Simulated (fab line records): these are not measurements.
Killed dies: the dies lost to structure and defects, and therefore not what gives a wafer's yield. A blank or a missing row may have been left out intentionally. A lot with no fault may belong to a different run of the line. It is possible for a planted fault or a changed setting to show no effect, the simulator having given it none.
fab line records	flow nand_harc	part 2 of 2: steps 5 to 6 of 6
record: lots: 24	wafers: 72	last_day: 25
route steps=1159 shown P_ZERO_WELL@31 P_GATE@149 P_CONTACT@237
lots with no fault: from the same line, run without faults
start_h: hours from the record's opening day to when the first of the lot's shown wafers began	wait_h: hours from the lot's prior step to this one	" as in the row above	L1.1+2: several wafers, shown together as one row	- no value, or no start given	* or withheld: withheld	< > ~ a bound
route shown NAME@n: names a module that has steps shown in the file, with the first one's number in the route	usual: mean and standard deviation over wafers with no fault	same: alike in all rows	chamber/n: place in a boat	sites: readings site by site	_std_site: the standard deviation of these	_edge_site: mean of outer sites minus mean of inner sites	radius_mm: how far each site lies from the wafer's centre	mask NAME#n: copy n	behind: the tool/chamber that last shaped the wafer	hold: what put the lot on hold/how long, in hours/how the hold closed	device: the n, p or np transistor that did not switch	end of line: the same wafers' tests at the end of the route	a step given without rows: its recipe and nothing more	killed: the dies lost at the first sort to structure and to defects; this is not the yield of the wafer	map: a wafer's dies, x killed, . not, _ none there
set.NAME: the setting as run; set.NAME@STEP: as run at that earlier step	model.NAME: the simulator's own value behind a step, which no gauge read
steps of the route over a sample of lots; a table a step, a row a wafer
services: the hour from which a tool's chamber was out of use, counted from the record's first day as start_h (under 0 if before that day), plus the number of hours and why
== steps ==
step: NHARC_P_CONTACT_ETCH_36
recipe: target_depth_a: 2600	over_etch_frac: 0.25	time_s: 406.25	ion_energy_ev: 200	n2_flow_sccm: 150	h2_flow_sccm: 150	ar_flow_sccm: 0	rf_w: 400	bias_w: 150	chemistry: N2/H2
usual: drypump_motor_current_A: 5.6/0.39	oes_product_au: 0.998/0.01	rf_vpp_V: 429.4/2.7	showerhead_plenum_p_Torr: 2.00/0.093	throttle_valve_pct: 14.172/0.0088
lot.wafer	tool	chamber	start_h	wait_h	drypump_motor_current_A	oes_product_au	rf_hours_counter_h	rf_vpp_V	showerhead_plenum_p_Torr	throttle_valve_pct
L074.3	rie_diel-03	3	-	-	5.7	1.015	6	433.0	2.15	14.161
L074.4	"	0	"	"	5.5	1.006	7	427.7	1.90	14.169
L074.5	"	2	"	"	6.3	0.991	-	432.6	2.10	14.171
L076.2	rie_diel-05	1	-	-	5.7	0.992	42	428.7	1.95	14.173
L076.3	"	2	"	"	5.3	0.992	46	429.8	2.04	14.162
L076.6	"	1	"	"	5.7	0.979	-	428.2	1.95	14.173
L075.4	rie_diel-03	2	-	-	6.3	0.998	7	431.7	2.10	14.185
L075.2	"	3	"	"	5.7	1.020	7	432.6	2.15	14.185
L075.5	"	2	"	"	6.3	0.994	-	431.4	2.10	14.164
L077.1	rie_diel-12	0	-	-	5.7	0.983	8	428.1	1.92	14.184
L077.4	"	2	"	"	6.2	0.987	7	435.0	2.16	14.189
L077.5	"	0	"	"	5.7	0.989	-	426.2	1.92	14.184
L079.1	rie_diel-12	1	-	-	5.2	1.000	8	429.5	1.97	14.192
L079.4	"	3	"	"	5.0	1.000	-	427.8	1.96	14.157
L079.5	"	1	"	"	5.2	1.000	-	428.7	1.97	14.182
L078.4	rie_diel-03	3	-	-	5.7	1.014	9	433.2	2.14	14.157
L078.3	"	0	"	"	5.5	1.006	9	425.4	1.90	14.164
L078.1	"	2	"	"	6.3	0.986	9	431.6	2.10	14.187
L080.2	rie_diel-05	1	-	-	5.7	0.973	52	425.5	1.95	14.179
L080.6	"	1	"	"	5.7	0.977	-	428.1	1.95	14.165
L080.5	"	2	"	"	5.3	0.984	-	431.2	2.04	14.155
L081.2	rie_diel-03	0	-	-	5.5	1.004	11	425.2	1.90	14.173
L081.4	"	2	"	"	6.3	0.986	11	431.0	2.09	14.173
L081.6	"	0	"	"	5.5	0.993	-	427.4	1.90	14.169
L082.1	rie_diel-12	3	-	-	5.0	1.003	11	428.3	1.96	14.173
L082.2	"	1	"	"	5.2	0.989	12	427.9	1.97	14.173
L082.6	"	2	"	"	6.2	0.992	-	433.8	2.16	14.154
L083.4	rie_diel-03	1	-	-	5.4	1.011	12	427.1	1.96	14.173
L083.3	"	2	"	"	6.3	0.994	12	432.0	2.09	14.181
L083.5	"	0	"	"	5.5	1.002	-	426.9	1.90	14.158
L084.3	rie_diel-12	3	-	-	5.0	1.001	12	428.8	1.96	14.172
L084.4	"	1	"	"	5.2	0.987	12	428.0	1.97	14.182
L084.1	"	2	"	"	6.1	0.989	9	434.8	2.16	14.188
L087.2	rie_diel-12	1	-	-	5.2	0.990	13	428.5	1.97	14.194
L087.5	"	1	"	"	5.2	1.002	-	428.6	1.97	14.166
L087.4	"	0	"	"	5.7	0.987	-	426.9	1.91	14.165
L088.3	rie_diel-03	3	-	-	5.7	1.001	14	433.5	2.14	14.177
L088.1	"	2	"	"	6.3	1.001	13	431.3	2.09	14.184
L088.6	"	0	"	"	5.5	1.000	-	426.4	1.90	14.173
L086.3	rie_diel-03	1	-	-	5.4	1.003	14	428.1	1.96	14.175
L086.2	"	2	"	"	6.3	0.993	13	431.4	2.09	14.188
L086.5	"	3	"	"	5.7	1.008	-	433.8	2.14	14.172
L085.3	rie_diel-03	0	-	-	5.5	1.009	15	425.1	1.90	14.172
L085.1	"	1	"	"	5.4	1.012	15	428.4	1.96	14.155
L085.2	"	2	"	"	6.3	0.999	14	432.2	2.09	14.148
L089.3	rie_diel-03	3	-	-	5.7	0.998	16	432.7	2.14	14.180
L089.5	"	1	"	"	5.4	1.009	-	429.6	1.96	14.169
L089.6	"	2	"	"	6.3	1.002	-	431.1	2.09	14.159
L091.4	rie_diel-03	1	-	-	5.4	1.007	16	427.8	1.96	14.162
L091.3	"	3	"	"	5.7	1.012	17	433.2	2.14	14.169
L091.5	"	2	"	"	6.3	0.996	-	431.4	2.09	14.165
L090.1	rie_diel-03	0	-	-	5.5	0.997	17	427.9	1.90	14.177
L090.4	"	1	"	"	5.4	1.007	17	429.1	1.96	14.182
L090.5	"	0	"	"	5.4	0.995	-	424.9	1.90	14.174
L093.1	rie_diel-12	0	-	-	5.7	1.010	2	428.7	1.91	14.172
L093.3	"	2	"	"	6.1	0.994	2	433.4	2.16	14.161
L093.5	"	1	"	"	5.1	1.005	-	427.1	1.97	14.170
L092.3	rie_diel-12	1	-	-	5.2	0.997	2	428.1	1.97	14.174
L092.5	"	0	"	"	5.7	1.004	-	427.2	1.91	14.170
L092.6	"	1	"	"	5.2	1.007	-	428.6	1.97	14.174
L094.1	rie_diel-12	1	-	-	5.2	1.004	4	427.3	1.97	14.179
L094.3	"	2	"	"	6.2	0.994	4	433.9	2.16	14.182
L094.6	"	1	"	"	5.2	1.003	-	428.9	1.97	14.168
L097.2	rie_diel-03	0	-	-	5.5	0.981	1	425.6	1.90	14.174
L097.1	"	1	"	"	5.4	0.988	2	428.7	1.96	14.172
L097.6	"	2	"	"	6.3	0.996	-	432.3	2.09	14.171
L095.1	rie_diel-12	3	-	-	5.0	0.996	5	429.6	1.96	14.175
L095.3	"	1	"	"	5.2	1.005	5	428.2	1.97	14.176
L095.5	"	0	"	"	5.7	0.990	-	428.0	1.91	14.172
L096.4	rie_diel-03	1	-	-	5.4	0.982	4	428.0	1.96	14.175
L096.2	"	2	"	"	6.3	0.983	4	431.7	2.09	14.179
L096.5	"	0	"	"	5.5	0.974	-	426.3	1.90	14.175
step: NHARC_P_CONTACT_CVD_23
recipe: target_thk_a: 2000	temp_c: 300	pressure_torr: 40	wf6_flow_sccm: 40	h2_flow_sccm: 1600	ar_flow_sccm: 1560	time_s: 557	material: W
usual: heater_power_w: 479/49	mfc_wf6_sccm: 40.00/0.13	throttle_valve_pct: 8.1/0.31
lot.wafer	tool	chamber	start_h	wait_h	heater_power_w	mfc_wf6_sccm	throttle_valve_pct
L074.3	cvd_w-02	0	-	-	533	40.06	7.6
L074.4	"	1	"	"	442	40.17	8.5
L074.5	"	1	"	"	452	40.08	8.3
L076.2	cvd_w-02	0	-	-	531	39.78	8.1
L076.3	"	1	"	"	444	39.88	8.5
L076.6	"	1	"	"	457	39.96	8.4
L075.2	cvd_w-02	0	-	-	526	39.89	7.6
L075.4	"	0	"	"	536	40.15	7.8
L075.5	"	0	"	"	533	40.02	7.9
L077.1	cvd_w-02	1	-	-	449	40.02	8.3
L077.4	"	1	"	"	462	40.06	8.4
L077.5	"	0	"	"	537	40.12	8.0
L079.1	cvd_w-02	1	-	-	462	39.90	8.4
L079.4	"	0	"	"	524	39.93	7.9
L079.5	"	0	"	"	536	40.05	8.0
L078.1	cvd_w-02	0	-	-	515	39.87	7.7
L078.3	"	0	"	"	523	39.97	7.9
L078.4	"	1	"	"	449	40.06	8.3
L080.2	cvd_w-02	1	-	-	465	40.09	8.3
L080.6	"	1	"	"	459	40.01	8.2
L080.5	"	0	"	"	527	40.14	7.6
L081.2	cvd_w-01	1	-	-	517	39.80	8.1
L081.4	"	0	"	"	406	39.98	7.9
L081.6	"	1	"	"	499	39.78	8.5
L082.1	cvd_w-02	0	-	-	531	39.76	8.0
L082.2	"	1	"	"	456	39.86	8.3
L082.6	"	0	"	"	537	40.01	8.0
L083.4	cvd_w-01	1	-	-	484	40.14	8.2
L083.3	"	0	"	"	407	40.07	8.0
L083.5	"	0	"	"	421	40.17	8.0
L084.1	cvd_w-01	0	-	-	405	40.10	7.9
L084.3	"	1	"	"	503	39.97	8.2
L084.4	"	0	"	"	407	40.29	8.1
L087.2	cvd_w-02	0	-	-	524	40.10	8.0
L087.4	"	0	"	"	517	39.96	8.1
L087.5	"	1	"	"	464	40.07	8.6
L088.1	cvd_w-02	0	-	-	527	40.10	7.9
L088.3	"	0	"	"	539	39.84	7.9
L088.6	"	1	"	"	449	40.03	8.4
L086.2	cvd_w-02	1	-	-	449	39.97	8.5
L086.3	"	0	"	"	528	39.96	7.9
L086.5	"	1	"	"	474	40.03	8.5
L085.2	cvd_w-01	1	-	-	535	39.80	8.1
L085.1	"	0	"	"	409	39.86	8.0
L085.3	"	0	"	"	424	39.80	8.0
L089.3	cvd_w-01	0	-	-	403	39.98	7.8
L089.6	"	1	"	"	510	39.89	8.5
L089.5	"	0	"	"	408	39.90	7.7
L091.3	cvd_w-02	1	-	-	413	39.84	8.2
L091.4	"	0	"	"	539	40.02	7.5
L091.5	"	1	"	"	423	39.92	8.1
L090.1	cvd_w-01	1	-	-	504	39.85	8.3
L090.4	"	1	"	"	515	39.90	8.5
L090.5	"	1	"	"	508	39.60	8.3
L093.1	cvd_w-01	1	-	-	499	40.07	8.6
L093.3	"	0	"	"	414	39.96	7.7
L093.5	"	1	"	"	519	39.93	8.4
L092.3	cvd_w-02	0	-	-	553	40.01	7.8
L092.6	"	0	"	"	546	39.97	7.9
L092.5	"	1	"	"	422	40.11	8.4
L094.1	cvd_w-02	0	-	-	529	40.16	7.5
L094.3	"	0	"	"	544	40.32	7.4
L094.6	"	0	"	"	525	40.06	7.5
L097.1	cvd_w-02	0	-	-	547	40.14	7.7
L097.2	"	1	"	"	430	39.90	8.0
L097.6	"	0	"	"	529	39.95	7.6
L095.1	cvd_w-02	1	-	-	425	39.91	8.0
L095.3	"	1	"	"	435	40.08	8.4
L095.5	"	1	"	"	434	40.28	8.4
L096.2	cvd_w-01	0	-	-	403	40.03	7.9
L096.4	"	0	"	"	407	40.11	7.9
L096.5	"	0	"	"	405	40.07	7.9
== services ==
tool	chamber	start_h	hours	kind
cvd_w-02	-	5.00	1.4	repair
rie_diel-03	0	6.55	9.8	repair
cvd_w-02	-	14.00	13.0	pm
rie_diel-12	-	25.40	9.0	pm
rie_diel-03	2	27.51	3.4	repair
rie_diel-03	3	31.90	3.5	repair
rie_diel-03	-	38.30	9.0	pm
rie_diel-01	2	63.89	13.1	repair
rie_diel-01	3	112.79	4.5	repair
rie_diel-12	2	132.33	21.0	repair
rie_diel-01	-	137.80	9.0	pm
rie_si-03	-	155.00	9.0	pm
rie_diel-03	2	156.10	7.6	repair
rie_diel-12	3	173.07	15.7	repair
rie_si-03	2	178.16	3.2	repair
rie_diel-01	3	178.96	5.8	repair
cvd_w-02	-	189.59	1.5	repair
rie_diel-03	3	191.32	5.2	repair
cvd_w-02	-	195.98	13.0	pm
rie_diel-12	-	202.43	9.0	pm
rie_diel-03	0	213.82	20.1	repair
rie_diel-03	-	215.30	9.0	pm
rie_diel-01	1	216.16	4.7	repair
rie_diel-03	3	240.50	8.0	repair
